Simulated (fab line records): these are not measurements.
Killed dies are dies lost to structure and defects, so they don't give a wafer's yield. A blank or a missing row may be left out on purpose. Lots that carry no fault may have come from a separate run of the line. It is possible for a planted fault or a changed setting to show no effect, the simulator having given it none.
Chamber matching | flow nand-harc | NHARC_A_CHANNEL_FILL_D1_ALD_02 on ald-hk-02: 4 sister chambers
The step deposits SiO2, target thk 6 nm, pulse time 10 s, ald cycles 60. 16 wafers are shown with their chamber, then 8 later ones without.

== WAFERS PAIRED WITH THEIR CHAMBERS ==
wafer  | chamber | heater-power-w (W) | precursor-pulse-height-rel
L078.2 | 2       | 475                | 0.987
L078.3 | 0       | 431                | 0.999
L078.6 | 0       | 420                | 1.007
L081.2 | 1       | 348                | 1.038
L081.3 | 0       | 427                | 1.006
L081.5 | 2       | 483                | 0.992
L082.1 | 2       | 487                | 1.013
L082.2 | 1       | 350                | 0.989
L082.4 | 0       | 434                | 1.007
L083.1 | 2       | 484                | 0.994
L083.2 | 0       | 423                | 0.952
L083.6 | 0       | 432                | 0.992
L085.1 | 2       | 471                | 1.008
L085.3 | 3       | 464                | 0.988
L085.6 | 1       | 360                | 1.004
L087.1 | 3       | 468                | 1.014

SIGNATURES, as means of the wafers listed above
reading                    | chamber 0 | chamber 1 | chamber 2 | chamber 3 | scatter within a chamber
heater-power-w             | 427.83    | 352.67    | 480.00    | 466.00    | 5.93
precursor-pulse-height-rel | 0.99383   | 1.01033   | 0.99880   | 1.00100   | 0.0191
Rule: a wafer lies at a distance from a chamber equal to the root of the sum of squares, over the readings, of (its reading less the chamber's mean, divided by the reading's scatter). The wafer belongs to the nearest chamber; if the next one is less than 2 further off, it can't be placed. How the scatter is found: for the shown wafers, subtract from each reading the mean of its chamber, square and add these, divide the total by (wafers less chambers), then take the root.

== WAFERS WHOSE CHAMBER IS MISSING ==
wafer  | heater-power-w (W) | precursor-pulse-height-rel
L087.4 | 479                | 1.028
L087.6 | 348                | 1.018
L088.1 | 422                | 0.999
L088.5 | 506                | 1.017
L088.6 | 467                | 1.032
L096.1 | 328                | 0.990
L096.3 | 452                | 0.991
L096.5 | 453                | 0.991

== CHAMBER TAKEN BY EACH ==
wafer  | from the rows above     | in truth
L087.4 | can't be placed: 2 or 3 | 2
L087.6 | 1                       | 1
L088.1 | 0                       | 0
L088.5 | 2                       | 2
L088.6 | can't be placed: 3 or 2 | 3
L096.1 | 1                       | 1
L096.3 | can't be placed: 3 or 0 | 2
L096.5 | can't be placed: 3 or 0 | 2
Correct placement for 4 of the 8. From these rows, 4 cannot be placed; in 2 the true chamber is one of the candidates. Wrongly placed: 0.
